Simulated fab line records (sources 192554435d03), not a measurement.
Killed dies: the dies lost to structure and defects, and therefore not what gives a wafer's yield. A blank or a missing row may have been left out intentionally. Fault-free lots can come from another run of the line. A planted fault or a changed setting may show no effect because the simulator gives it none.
2 desks, one fault :: flow n5_finfet :: each desk holds nothing but its own numbers, with what lay behind them at the end

== AT THE TOOL OWNER'S DESK: pvd_sputter-03 ==
The tool's own readings at N5_BEOL_M0_SPUTTER_116 (material Cu, target thk 4 nm, time 7.37 s): means of the sampled wafers that have a number, for each lot that ran on this tool. Marked OUT: a lot whose mean sits more than 4 standard deviations from the usual mean, which makes it out of limits; the brackets give that distance.
Columns: A = chuck_gas_flow_sccm at N5_BEOL_M0_SPUTTER_116, usual 1.27 sccm; B = throttle_valve_pct at N5_BEOL_M0_SPUTTER_116, usual 30.2 %
lot: L428
first seen here: day 7 20:08
A: 1.29
B: 29.4

lot: L435
first seen here: day 9 21:32
A: 1.27
B: 31.0

lot: L438
first seen here: day 10 07:34
A: 1.33
B: 31.2
Finding of this desk: none of the 3 lots has anything out of limits.

== THE METROLOGY DESK ==
Means of the sampled wafers that have a number, per lot and without regard to the tool the lot ran on: this is what the gauges read. Marked OUT: a lot whose mean sits more than 4 standard deviations from the usual mean, which makes it out of limits; the brackets give that distance.
Columns: A = trench_depth_nm at N5_BEOL_M0_OCD_MEAS_108, usual 32.8 nm; B = M0_RS at N5_BEOL_M0_RS_MEAS_126, usual 0.534 ohm/sq; C = M1_ILD_THK at N5_BEOL_M1_THK_MEAS_01, usual 78.7 nm
lot: L425
first seen here: day 7 00:43
A: 32.4
B: 0.564
C: 77.3

lot: L426
first seen here: day 7 05:15
A: 32.0
B: 0.527
C: 79.3

lot: L428
first seen here: day 7 18:01
A: 32.5
B: 0.524
C: 78.7

lot: L429
first seen here: day 8 02:57
A: 32.4
B: 0.525
C: 79.6

lot: L435
first seen here: day 9 18:49
A: 33.7
B: 0.548
C: 78.0

lot: L438
first seen here: day 10 05:52
A: 33.0
B: 0.489
C: 80.3
Finding of this desk: none of the 6 lots has anything out of limits.

== PUT TOGETHER ==
The tool owner's desk saw nothing out of limits.
Metrology desk: nothing out of limits seen.

== WHAT HAD BEEN PUT IN BY THE SIMULATOR ==
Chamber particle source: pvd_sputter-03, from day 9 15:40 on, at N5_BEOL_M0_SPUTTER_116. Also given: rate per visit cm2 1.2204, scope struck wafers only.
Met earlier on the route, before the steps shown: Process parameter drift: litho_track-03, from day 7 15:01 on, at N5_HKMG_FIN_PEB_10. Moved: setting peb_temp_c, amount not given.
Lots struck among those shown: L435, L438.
